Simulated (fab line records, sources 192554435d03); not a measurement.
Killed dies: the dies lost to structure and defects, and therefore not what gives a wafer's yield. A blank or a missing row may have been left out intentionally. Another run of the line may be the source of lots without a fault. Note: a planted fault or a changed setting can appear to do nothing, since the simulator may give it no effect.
fab line records | flow n5_finfet
[record] lots = 7 wafers = 21
route steps=1938 shown BEOL_M2@879 BEOL_M3@935 BEOL_M4@1037 BEOL_M5@1116
start_h: start of the lot's first displayed wafer, in hours after the record's first day | wait_h: hours from the lot's prior step to this one | " identical to the entry in the row above | L1.1+2: a row that stands for several wafers | - either no value or no given start | * or withheld: withheld | < > ~ a bound
route shown NAME@n: NAME is a module with steps in the file, n the number in the route of the first one | usual: average and standard deviation across the fault-free wafers | same: alike in all rows | chamber/n: place in a boat | sites: readings site by site | _std_site: their standard deviation | _edge_site: the outer-site mean with the inner-site mean subtracted | radius_mm: for every site, how far away it sits from the centre of the wafer | mask NAME#n: copy n | behind: the last tool/chamber to shape the wafer | hold: why the lot was held/for how many hours/how that ended | device: the n, p or np transistor that did not switch | end of line: the tests these same wafers got at the end of their route | for a step that has no rows: nothing shown but its recipe | killed: not the wafer's yield, but the dies lost to structure and defects at the first sort | map: dies across one wafer; x = killed, . = not, _ = none there
set.NAME: the setting that was run; set.NAME@STEP: the one run at that earlier step | model.NAME: the simulator's own value behind a step, which no gauge read
lots with deliberately changed settings; one table per step, one row per wafer
[[steps]]
[step N5_BEOL_M2_DESCUM_33]
[recipe] chemistry = O2 time_s = 7 source_power_w = 50 bias_power_w = 20 pressure_mtorr = 20 rf_frequency_hz = 2.712e+07 temp_c = 40 resist = CAR-EUV o2_flow_sccm = 225
// columns lot.wafer tool chamber start_h wait_h set.time_s model.CAR-EUV_of_BEOL_M2_COAT_22.thk_nm
L085.1+2 rie_diel-02 1,2 195.99 0.0 7 26.2
L085.6 " 3 " " 5.678 26.8
L086.1 rie_diel-02 2 222.02 0.0 7 26.2
L086.2+5 " 3,1 " " 6.452 26.4
L088.1+2+3 rie_diel-02 3,2,1 222.34 0.0 7 26
L090.1 rie_diel-04 0 230.39 0.0 7 26
L090.2+3 " 1,2 " " 7 26.2
L091.3 rie_diel-03 0 242.33 0.0 6.238 26.4
L091.4 " 1 " " 7 25.8
L091.6 " 3 " " 7 26.2
L094.2 rie_diel-04 1 252.70 0.9 7 26.2
L094.5+6 " 3,0 " " 5.433 26.8
L096.3 rie_diel-03 3 268.39 0.0 7 26.2
L096.4 " 0 " " 7.47 25.8
L096.5 " 1 " " 7 26
[step N5_BEOL_M2_ETCH_77]
[recipe] chemistry = N2/H2 target = underlayer target_depth_a = 65 mask_material = CAR-EUV time_s = 5.2 ion_energy_ev = 200 pressure_mtorr = 30 source_w = 840 bias_w = 150 n2_flow_sccm = 200 h2_flow_sccm = 200 ends = cleared
// columns lot.wafer tool chamber start_h wait_h set.time_s@BEOL_M2_DESCUM_33 model.CAR-EUV_of_BEOL_M2_COAT_22.thk_nm
L085.1+2 rie_diel-02 1,2 196.03 0.0 7 20.4
L085.6 " 3 " " 5.678 21
L086.1 rie_diel-02 2 222.05 0.0 7 20.4
L086.2+5 " 3,1 " " 6.452 20.6
L088.1+3 rie_diel-02 3,1 222.38 0.0 7 20.2
L088.2 " 2 " " 7 20.4
L090.1+2+3 rie_diel-04 0,1,2 230.43 0.0 7 20.4
L091.3 rie_diel-03 0 242.36 0.0 6.238 20.6
L091.4 " 1 " " 7 20.2
L091.6 " 3 " " 7 20.4
L094.2 rie_diel-04 1 252.73 0.0 7 20.4
L094.5+6 " 3,0 " " 5.433 21
L096.3 rie_diel-03 3 268.43 0.0 7 20.4
L096.4 " 0 " " 7.47 20
L096.5 " 1 " " 7 20.2
[step N5_BEOL_M2_ETCH_69]
[recipe] chemistry = CF4 target = SiARC target_depth_a = 156 mask_material = CAR-EUV time_s = 26 ion_energy_ev = 80 pressure_mtorr = 40 source_w = 545 bias_w = 36 Ar_flow_sccm = 100 cf4_flow_sccm = 100 ends = cleared
[usual] rf_vpp_V = 183.7/1.1
// columns lot.wafer tool chamber start_h wait_h set.bias_w set.time_s@BEOL_M2_DESCUM_33 rf_vpp_V model.CAR-EUV_of_BEOL_M2_COAT_22.thk_nm
L085.1 rie_diel-02 1 196.04 0.0 36 7 184.0 11.2
L085.2 " 2 " " 36 7 183.4 11.2
L085.6 " 3 " " 36 5.678 186.8 11.6
L086.1 rie_diel-02 2 222.07 0.0 42.22 7 202.4 11.2
L086.2 " 3 " " 42.22 6.452 206.1 11.4
L086.5 " 1 " " 42.22 6.452 204.3 11.4
L088.1 rie_diel-02 3 222.39 0.0 36 7 184.7 11
L088.2 " 2 " " 36 7 183.9 11.2
L088.3 " 1 " " 36 7 181.5 11
L090.1 rie_diel-04 0 230.44 0.0 41.47 7 199.8 11.2
L090.2 " 1 " " 41.47 7 200.4 11.2
L090.3 " 2 " " 36 7 184.4 11.2
L091.3 rie_diel-03 0 242.38 0.0 38.76 6.238 194.7 11.4
L091.4 " 1 " " 36 7 183.9 10.8
L091.6 " 3 " " 38.76 7 192.7 11.2
L094.2 rie_diel-04 1 252.75 0.0 36 7 185.1 11.2
L094.5 " 3 " " 36 5.433 185.2 11.8
L094.6 " 0 " " 36 5.433 182.4 11.8
L096.3 rie_diel-03 3 268.44 0.0 36 7 182.5 11.2
L096.4 " 0 " " 36 7.47 184.4 10.8
L096.5 " 1 " " 36 7 183.8 11
[step N5_BEOL_M2_ALD_98]
[recipe] material = SiO2 target_thk_a = 25 temp_c = 100 ald_precursor_family = BDEAS ald_co_reactant = O2-plasma pulse_time_s = 1 co_reactant_pulse_time_s = 1 purge_time_s = 2 co_reactant_purge_time_s = 2 ald_cycles = 17 pressure_torr = 2
[step N5_BEOL_M2_ETCHBACK_99]
[recipe] chemistry = CHF3 target = SiO2 target_depth_a = 50 time_s = 10.4 source_w = 215 bias_w = 47 Ar_flow_sccm = 200 CHF3_flow_sccm = 12 ion_energy_ev = 100 pressure_mtorr = 30
// columns lot.wafer tool chamber start_h wait_h set.time_s@BEOL_M2_DESCUM_33 model.CAR-EUV_of_BEOL_M2_COAT_22.thk_nm
L085.1+2 rie_diel-04 0,2 196.71 0.3 7 10.4
L085.6 " 1 " " 5.678 11
L086.1 rie_diel-04 3 236.01 13.8 7 10.4
L086.2+5 " 1 " " 6.452 10.6
L088.1+3 rie_diel-04 0,1 240.22 17.7 7 10.2
L088.2 " 2 " " 7 10.4
L090.1+2+3 rie_diel-02 2,0,3 240.26 9.6 7 10.4
L091.3 rie_diel-02 0 243.53 1.0 6.238 10.6
L091.4 " 1 " " 7 10.2
L091.6 " 1 " " 7 10.4
L094.2 rie_diel-03 2 256.42 3.5 7 10.4
L094.5+6 " 0,1 " " 5.433 11.2
L096.3 rie_diel-02 3 282.30 13.7 7 10.4
L096.4 " 2 " " 7.47 10
L096.5 " 3 " " 7 10.2
[step N5_BEOL_M3_COAT_61]
[recipe] resist = SOC temp_c = 250 time_s = 60 spin_rpm = 1500 resist_thk_nm = 60
// columns lot.wafer tool chamber start_h wait_h set.spin_rpm model.SOC_of_BEOL_M3_COAT_61.thk_nm
L085.1 litho_track-04 0 202.09 0.1 1500 60.2
L085.2 " 0 " " 1444 61.6
L085.6 " 0 " " 1500 60.4
L086.1 litho_track-01 0 241.60 0.1 1500 59.8
L086.2 " 0 " " 1500 59.6
L086.5 " 0 " " 1624 57.4
L088.1+2+3 litho_track-03 0 246.97 0.1 1500 60
L090.1 litho_track-04 0 247.02 0.1 1571 58.4
L090.2 " 0 " " 1571 58.6
L090.3 " 0 " " 1500 59.8
L091.3+4 litho_track-03 0 249.65 0.1 1635 57.4
L091.6 " 0 " " 1500 59.8
L094.2+6 litho_track-01 0 261.75 0.1 1584 58.4
L094.5 " 0 " " 1500 60
L096.3 litho_track-03 0 288.68 0.1 1500 60
L096.4+5 " 0 " " 1500 59.8
[step N5_BEOL_M3_COAT_73]
[recipe] resist = underlayer temp_c = 205 time_s = 60 spin_rpm = 1500 resist_thk_nm = 5
// columns lot.wafer tool chamber start_h wait_h set.temp_c
L085.1 litho_track-04 0 - - 196.1
L085.2+6 " 0 " " 205
L086.1+2+5 litho_track-01 0 - - 205
L088.1+2+3 litho_track-03 0 - - 205
L090.1 litho_track-04 0 - - 205
L090.2+3 " 0 " " 209.9
L091.3+6 litho_track-03 0 - - 205
L091.4 " 0 " " 200.4
L094.2+5+6 litho_track-01 0 - - 205
L096.3+4 litho_track-03 0 - - 197.3
L096.5 " 0 " " 205
[step N5_BEOL_M3_COAT_05]
[recipe] resist = CAR-EUV spin_rpm = 1500 resist_thk_nm = 30
[step N5_BEOL_M3_EBR_07]
[recipe] solvent = PGMEA ebr_width_mm = 1.5
[step N5_BEOL_M3_ETCH_74]
[recipe] chemistry = N2/H2 target = underlayer target_depth_a = 65 mask_material = CAR-EUV time_s = 5.2 ion_energy_ev = 200 pressure_mtorr = 30 source_w = 840 bias_w = 150 n2_flow_sccm = 200 h2_flow_sccm = 200 ends = cleared
[step N5_BEOL_M3_ETCH_63]
[recipe] chemistry = CF4 target = SiARC target_depth_a = 156 mask_material = CAR-EUV time_s = 26 ion_energy_ev = 80 pressure_mtorr = 40 source_w = 545 bias_w = 36 Ar_flow_sccm = 100 cf4_flow_sccm = 100 ends = cleared
[step N5_BEOL_M3_ETCH_64]
[recipe] chemistry = N2/H2 target = SOC target_depth_a = 750 overetch_a = 150 mask_material = SiARC temp_c = 40 time_s = 112.5 ion_energy_ev = 200 pressure_mtorr = 30 source_w = 840 bias_w = 150 n2_flow_sccm = 200 h2_flow_sccm = 200
// columns lot.wafer tool chamber start_h wait_h set.spin_rpm@BEOL_M3_COAT_61 model.etch.depth_nm
L085.1 rie_diel-05 0 202.68 0.0 1500 60.2
L085.2 " 3 " " 1444 61.56
L085.6 " 0 " " 1500 60.36
L086.1 rie_diel-01 3 242.25 0.0 1500 59.76
L086.2 " 1 " " 1500 59.61
L086.5 " 3 " " 1624 57.45
L088.1 rie_diel-01 1 247.44 0.0 1500 60.08
L088.2 " 2 " " 1500 59.92
L088.3 " 3 " " 1500 60.03
L090.1 rie_diel-01 0 247.66 0.0 1571 58.49
L090.2 " 2 " " 1571 58.67
L090.3 " 1 " " 1500 59.83
L091.3+4 rie_diel-01 1,2 250.12 0.0 1635 57.35
L091.6 " 1 " " 1500 59.87
L094.2 rie_diel-01 2 262.22 0.0 1584 58.41
L094.5 " 1 " " 1500 60.07
L094.6 " 0 " " 1584 58.4
L096.3 rie_diel-05 1 289.30 0.0 1500 59.95
L096.4 " 2 " " 1500 59.86
L096.5 " 3 " " 1500 59.77
[step N5_BEOL_M3_STRIP_65]
[recipe] chemistry = N2/H2 temp_c = 40 n2_flow_sccm = 200 h2_flow_sccm = 200 rf_frequency_hz = 6e+07
[step N5_BEOL_M3_STRIP_75]
[recipe] chemistry = N2/H2 temp_c = 40 n2_flow_sccm = 200 h2_flow_sccm = 200 rf_frequency_hz = 6e+07
[step N5_BEOL_M3_STRIP_66]
[recipe] chemistry = CF4 resist = SiARC power_w = 300 bias_power_w = 75 pressure_mtorr = 50 cf4_flow_sccm = 150 rf_frequency_hz = 6e+07
[step N5_BEOL_M3_HM_OPEN_17]
[recipe] chemistry = Cl2/BCl3 target_depth_a = 200 overetch_a = 60 target = TiN mask_material = SOC ion_energy_ev = 150 pressure_mtorr = 10 icp_w = 1000 bias_w = 126 Cl2_flow_sccm = 53.25 bcl3_flow_sccm = 21.75 Ar_flow_sccm = 25
// columns lot.wafer tool chamber start_h wait_h set.spin_rpm@BEOL_M3_COAT_61 model.SOC_of_BEOL_M3_COAT_61.thk_nm
L085.1 rie_metal-01 0 202.85 0.0 1500 52
L085.2 " 1 " " 1444 53.8
L085.6 " 1 " " 1500 52.6
L086.1 rie_metal-03 0 242.42 0.0 1500 51.8
L086.2 " 0 " " 1500 51.6
L086.5 " 0 " " 1624 49.4
L088.1+3 rie_metal-02 0,1 247.60 0.0 1500 52.2
L088.2 " 1 " " 1500 52
L090.1 rie_metal-01 0 247.83 0.0 1571 50.4
L090.2 " 1 " " 1571 50.8
L090.3 " 1 " " 1500 52.2
L091.3 rie_metal-01 0 250.32 0.1 1635 49.4
L091.4 " 1 " " 1635 49.6
L091.6 " 0 " " 1500 51.8
L094.2+6 rie_metal-02 0 262.39 0.0 1584 50.4
L094.5 " 1 " " 1500 52.2
L096.3+4+5 rie_metal-03 0,1,0 289.49 0.1 1500 52
[step N5_BEOL_M4_DESCUM_16]
[recipe] chemistry = O2 time_s = 7 source_power_w = 50 bias_power_w = 20 pressure_mtorr = 20 rf_frequency_hz = 2.712e+07 temp_c = 40 resist = CAR-EUV o2_flow_sccm = 225
// columns lot.wafer tool chamber start_h wait_h set.time_s
L085.1+6 rie_diel-03 3,1 215.20 0.0 7
L085.2 " 0 " " 6.427
L086.1+5 rie_diel-04 3,2 252.47 0.8 7.693
L086.2 " 1 " " 7
L088.1+2+3 rie_diel-04 1,3,2 260.54 0.0 7
L090.1+2+3 rie_diel-04 1,2,3 261.20 0.0 7
L091.3+4+6 rie_diel-04 1,3,1 262.34 0.0 7
L094.2+5+6 rie_diel-04 3,2,1 271.22 0.0 7
L096.3+4 rie_diel-02 2,0 302.00 0.0 8.133
L096.5 " 0 " " 7
[step N5_BEOL_M4_ETCH_74]
[recipe] chemistry = N2/H2 target = underlayer target_depth_a = 65 mask_material = CAR-EUV time_s = 5.2 ion_energy_ev = 200 pressure_mtorr = 30 source_w = 840 bias_w = 150 n2_flow_sccm = 200 h2_flow_sccm = 200 ends = cleared
// columns lot.wafer tool chamber start_h wait_h set.time_s@BEOL_M4_DESCUM_16 model.CAR-EUV_of_BEOL_M4_COAT_05.thk_nm
L085.1 rie_diel-03 3 215.23 0.0 7 20.4
L085.2 " 0 " " 6.427 20.6
L085.6 " 1 " " 7 20.2
L086.1+5 rie_diel-04 3,2 252.50 0.0 7.693 20
L086.2 " 1 " " 7 20.4
L088.1+2+3 rie_diel-04 1,3,2 260.58 0.0 7 20.2
L090.1+3 rie_diel-04 1,3 261.24 0.0 7 20.2
L090.2 " 2 " " 7 20.4
L091.3+4+6 rie_diel-04 1,3,1 262.38 0.0 7 20.4
L094.2+5+6 rie_diel-04 3,2,1 271.26 0.0 7 20.4
L096.3+4 rie_diel-02 2,0 302.04 0.0 8.133 20
L096.5 " 0 " " 7 20.6
[step N5_BEOL_M4_ETCH_63]
[recipe] chemistry = CF4 target = SiARC target_depth_a = 156 mask_material = CAR-EUV time_s = 26 ion_energy_ev = 80 pressure_mtorr = 40 source_w = 545 bias_w = 36 Ar_flow_sccm = 100 cf4_flow_sccm = 100 ends = cleared
// columns lot.wafer tool chamber start_h wait_h set.time_s@BEOL_M4_DESCUM_16 model.CAR-EUV_of_BEOL_M4_COAT_05.thk_nm
L085.1 rie_diel-03 3 215.25 0.0 7 11.2
L085.2 " 0 " " 6.427 11.4
L085.6 " 1 " " 7 11
L086.1+5 rie_diel-04 3,2 252.52 0.0 7.693 10.6
L086.2 " 1 " " 7 11.2
L088.1+2+3 rie_diel-04 1,3,2 260.60 0.0 7 11
L090.1+3 rie_diel-04 1,3 261.26 0.0 7 11
L090.2 " 2 " " 7 11.2
L091.3 rie_diel-04 1 262.40 0.0 7 11
L091.4+6 " 3,1 " " 7 11.2
L094.2 rie_diel-04 3 271.27 0.0 7 11.2
L094.5+6 " 2,1 " " 7 11
L096.3 rie_diel-02 2 302.05 0.0 8.133 10.6
L096.4 " 0 " " 8.133 10.8
L096.5 " 0 " " 7 11.4
[step N5_BEOL_M4_ETCH_64]
[recipe] chemistry = N2/H2 target = SOC target_depth_a = 750 overetch_a = 225 mask_material = SiARC temp_c = 40 time_s = 121.9 ion_energy_ev = 200 pressure_mtorr = 30 source_w = 840 bias_w = 150 n2_flow_sccm = 200 h2_flow_sccm = 200
[usual] rf_vpp_V = 523.1/2.2
// columns lot.wafer tool chamber start_h wait_h set.bias_w rf_vpp_V model.SiARC_of_BEOL_M4_COAT_62.thk_nm
L085.1 rie_diel-03 3 215.27 0.0 170 562.0 5.2
L085.2 " 0 " " 170 565.5 5.6
L085.6 " 1 " " 150 522.5 6.2
L086.1 rie_diel-04 3 252.55 0.0 150 527.0 6.4
L086.2 " 1 " " 126.8 469.4 7.6
L086.5 " 2 " " 150 523.8 6.2
L088.1 rie_diel-04 1 260.62 0.0 150 522.7 6.4
L088.2 " 3 " " 150 525.4 6.2
L088.3 " 2 " " 150 525.4 6
L090.1 rie_diel-04 1 261.28 0.0 125.7 467.2 7.6
L090.2 " 2 " " 125.7 468.5 7.4
L090.3 " 3 " " 150 525.0 6.4
L091.3 rie_diel-04 1 262.42 0.0 166.1 556.1 5.6
L091.4 " 3 " " 166.1 561.2 5.4
L091.6 " 1 " " 166.1 555.4 5.6
L094.2 rie_diel-04 3 271.30 0.0 165.9 558.6 5.6
L094.5 " 2 " " 165.9 558.0 5.4
L094.6 " 1 " " 165.9 554.7 5.6
L096.3 rie_diel-02 2 302.08 0.0 171.2 568.3 5.4
L096.4 " 0 " " 171.2 571.5 5.4
L096.5 " 0 " " 171.2 570.5 5.4
[step N5_BEOL_M5_HM_DEP_02]
[recipe] material = TiN target_thk_a = 200 temp_c = 25 chamber_pressure_pa = 0.49996
// columns lot.wafer tool chamber start_h wait_h set.target_thk_a model.TiN_of_BEOL_M5_HM_DEP_02.thk_nm
L085.1 pvd_sputter-03 - 223.17 0.5 200 20
L085.2 " - " " 226.5 23.2
L085.6 " - " " 226.5 22.6
L086.1 pvd_sputter-03 - 266.73 1.4 200 20.4
L086.2 " - " " 200 20.2
L086.5 " - " " 224 22.8
L088.1 pvd_sputter-03 - 270.59 1.2 200 20.2
L088.2 " - " " 200 19.8
L088.3 " - " " 200 20
L090.1 pvd_sputter-02 - 274.06 1.8 200 20
L090.2 " - " " 184.3 18.8
L090.3 " - " " 200 20.2
L091.3 pvd_sputter-02 - 274.76 1.0 183 18.8
L091.4 " - " " 200 20.2
L091.6 " - " " 183 18.6
L094.2 pvd_sputter-01 - 293.73 0.6 200 20.4
L094.5+6 " - " " 174.3 17.8
L096.3 pvd_sputter-01 - 325.69 0.1 191.7 19.6
L096.4 " - " " 200 20.4
L096.5 " - " " 200 20.2
[step N5_BEOL_M5_COAT_71]
[recipe] resist = underlayer temp_c = 205 time_s = 60 spin_rpm = 1500 resist_thk_nm = 5
// columns lot.wafer tool chamber start_h wait_h set.spin_rpm
L085.1+6 litho_track-05 0 - - 1586
L085.2 " 0 " " 1500
L086.1+2 litho_track-05 0 - - 1400
L086.5 " 0 " " 1500
L088.1+2+3 litho_track-04 0 - - 1500
L090.1+2 litho_track-05 0 - - 1444
L090.3 " 0 " " 1500
L091.3+6 litho_track-03 0 - - 1373
L091.4 " 0 " " 1500
L094.2+5+6 litho_track-03 0 - - 1500
L096.3+5 litho_track-05 0 - - 1577
L096.4 " 0 " " 1500
[step N5_BEOL_M5_COAT_05]
[recipe] resist = CAR-EUV spin_rpm = 1500 resist_thk_nm = 30
[step N5_BEOL_M5_EBR_07]
[recipe] solvent = PGMEA ebr_width_mm = 1.5
[step N5_BEOL_M5_DESCUM_16]
[recipe] chemistry = O2 time_s = 7 source_power_w = 50 bias_power_w = 20 pressure_mtorr = 20 rf_frequency_hz = 2.712e+07 temp_c = 40 resist = CAR-EUV o2_flow_sccm = 225
[step N5_BEOL_M5_ETCH_72]
[recipe] chemistry = N2/H2 target = underlayer target_depth_a = 65 mask_material = CAR-EUV time_s = 5.2 ion_energy_ev = 200 pressure_mtorr = 30 source_w = 840 bias_w = 150 n2_flow_sccm = 200 h2_flow_sccm = 200 ends = cleared
// columns lot.wafer tool chamber start_h wait_h set.spin_rpm@BEOL_M5_COAT_71 model.etch.depth_nm
L085.1 rie_diel-01 1 223.73 0.0 1586 4.853
L085.2 " 0 " " 1500 4.996
L085.6 " 0 " " 1586 4.85
L086.1 rie_diel-05 3 267.34 0.0 1400 5.176
L086.2 " 1 " " 1400 5.159
L086.5 " 1 " " 1500 5.01
L088.1 rie_diel-05 1 271.51 0.0 1500 5.028
L088.2 " 0 " " 1500 5.02
L088.3 " 3 " " 1500 5.022
L090.1 rie_diel-06 3 274.61 0.0 1444 5.116
L090.2 " 0 " " 1444 5.114
L090.3 " 1 " " 1500 5.013
L091.3 rie_diel-05 3 275.31 0.0 1373 5.175
L091.4 " 2 " " 1500 4.969
L091.6 " 3 " " 1373 5.201
L094.2 rie_diel-01 1 294.40 0.0 1500 4.977
L094.5 " 3 " " 1500 4.981
L094.6 " 2 " " 1500 4.986
L096.3 rie_diel-05 1 326.36 0.0 1577 4.907
L096.4 " 0 " " 1500 5.026
L096.5 " 3 " " 1577 4.886
[step N5_BEOL_M5_ETCH_61]
[recipe] chemistry = CF4 target = SiARC target_depth_a = 156 mask_material = CAR-EUV time_s = 26 ion_energy_ev = 80 pressure_mtorr = 40 source_w = 545 bias_w = 36 Ar_flow_sccm = 100 cf4_flow_sccm = 100 ends = cleared
[step N5_BEOL_M5_ETCH_62]
[recipe] chemistry = N2/H2 target = SOC target_depth_a = 750 overetch_a = 150 mask_material = SiARC temp_c = 40 time_s = 112.5 ion_energy_ev = 200 pressure_mtorr = 30 source_w = 840 bias_w = 150 n2_flow_sccm = 200 h2_flow_sccm = 200
[step N5_BEOL_M5_STRIP_73]
[recipe] chemistry = N2/H2 temp_c = 40 n2_flow_sccm = 200 h2_flow_sccm = 200 rf_frequency_hz = 6e+07
[step N5_BEOL_M5_STRIP_64]
[recipe] chemistry = CF4 resist = SiARC power_w = 300 bias_power_w = 75 pressure_mtorr = 50 cf4_flow_sccm = 150 rf_frequency_hz = 6e+07
[step N5_BEOL_M5_HM_OPEN_17]
[recipe] chemistry = Cl2/BCl3 target_depth_a = 200 overetch_a = 60 target = TiN mask_material = SOC ion_energy_ev = 150 pressure_mtorr = 10 icp_w = 1000 bias_w = 126 Cl2_flow_sccm = 53.25 bcl3_flow_sccm = 21.75 Ar_flow_sccm = 25
// columns lot.wafer tool chamber start_h wait_h set.target_thk_a@BEOL_M5_HM_DEP_02 model.etch.depth_nm
L085.1 rie_metal-03 0 223.94 0.0 200 20.02
L085.2 " 1 " " 226.5 23.19
L085.6 " 0 " " 226.5 22.64
L086.1 rie_metal-01 0 267.55 0.0 200 20.35
L086.2 " 1 " " 200 20.14
L086.5 " 1 " " 224 22.75
L088.1 rie_metal-03 1 271.73 0.0 200 20.14
L088.2 " 0 " " 200 19.76
L088.3 " 0 " " 200 19.93
L090.1 rie_metal-03 1 274.82 0.0 200 20.02
L090.2 " 0 " " 184.3 18.7
L090.3 " 1 " " 200 20.26
L091.3 rie_metal-03 1 275.55 0.1 183 18.82
L091.4 " 0 " " 200 20.2
L091.6 " 1 " " 183 18.68
L094.2 rie_metal-03 0 294.61 0.0 200 20.31
L094.5 " 1 " " 174.3 17.79
L094.6 " 0 " " 174.3 17.77
L096.3 rie_metal-01 0 326.60 0.1 191.7 19.62
L096.4 " 1 " " 200 20.36
L096.5 " 1 " " 200 20.28
[[key]]
[split] step = N5_BEOL_M2_DESCUM_33 setting = time_s stated = 7 by = wafer
[response] step = N5_BEOL_M2_DESCUM_33 reading = model.CAR-EUV_of_BEOL_M2_COAT_22.thk_nm change = -0.0302 per = 1% r = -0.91
[response] step = N5_BEOL_M2_ETCH_77 reading = model.CAR-EUV_of_BEOL_M2_COAT_22.thk_nm change = -0.0292 per = 1% r = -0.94
[response] step = N5_BEOL_M2_ETCH_69 reading = model.CAR-EUV_of_BEOL_M2_COAT_22.thk_nm change = -0.0267 per = 1% r = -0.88
[response] step = N5_BEOL_M2_ETCHBACK_99 reading = model.CAR-EUV_of_BEOL_M2_COAT_22.thk_nm change = -0.0333 per = 1% r = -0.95
[split] step = N5_BEOL_M2_ETCH_69 setting = bias_w stated = 36 by = wafer
[response] step = N5_BEOL_M2_ETCH_69 reading = rf_vpp_V change = +1.08 per = 1% r = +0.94
[split] step = N5_BEOL_M3_COAT_61 setting = spin_rpm stated = 1500 by = wafer
[response] step = N5_BEOL_M3_COAT_61 reading = model.SOC_of_BEOL_M3_COAT_61.thk_nm change = -0.279 per = 1% r = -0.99
[response] step = N5_BEOL_M3_ETCH_64 reading = model.etch.depth_nm change = -0.282 per = 1% r = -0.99
[response] step = N5_BEOL_M3_HM_OPEN_17 reading = model.SOC_of_BEOL_M3_COAT_61.thk_nm change = -0.29 per = 1% r = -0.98
[split] step = N5_BEOL_M3_COAT_73 setting = temp_c stated = 205 by = wafer
response none clear
[split] step = N5_BEOL_M4_DESCUM_16 setting = time_s stated = 7 by = wafer
[response] step = N5_BEOL_M4_ETCH_74 reading = model.CAR-EUV_of_BEOL_M4_COAT_05.thk_nm change = -0.0378 per = 1% r = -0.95
[response] step = N5_BEOL_M4_ETCH_63 reading = model.CAR-EUV_of_BEOL_M4_COAT_05.thk_nm change = -0.0462 per = 1% r = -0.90
[split] step = N5_BEOL_M4_ETCH_64 setting = bias_w stated = 150 by = wafer
[response] step = N5_BEOL_M4_ETCH_64 reading = rf_vpp_V change = +3.44 per = 1% r = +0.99
[response] step = N5_BEOL_M4_ETCH_64 reading = model.SiARC_of_BEOL_M4_COAT_62.thk_nm change = -0.0715 per = 1% r = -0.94
[split] step = N5_BEOL_M5_HM_DEP_02 setting = target_thk_a stated = 200 by = wafer
[response] step = N5_BEOL_M5_HM_DEP_02 reading = model.TiN_of_BEOL_M5_HM_DEP_02.thk_nm change = +0.201 per = 1% r = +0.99
[response] step = N5_BEOL_M5_HM_OPEN_17 reading = model.etch.depth_nm change = +0.201 per = 1% r = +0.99
[split] step = N5_BEOL_M5_COAT_71 setting = spin_rpm stated = 1500 by = wafer
[response] step = N5_BEOL_M5_ETCH_72 reading = model.etch.depth_nm change = -0.0253 per = 1% r = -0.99
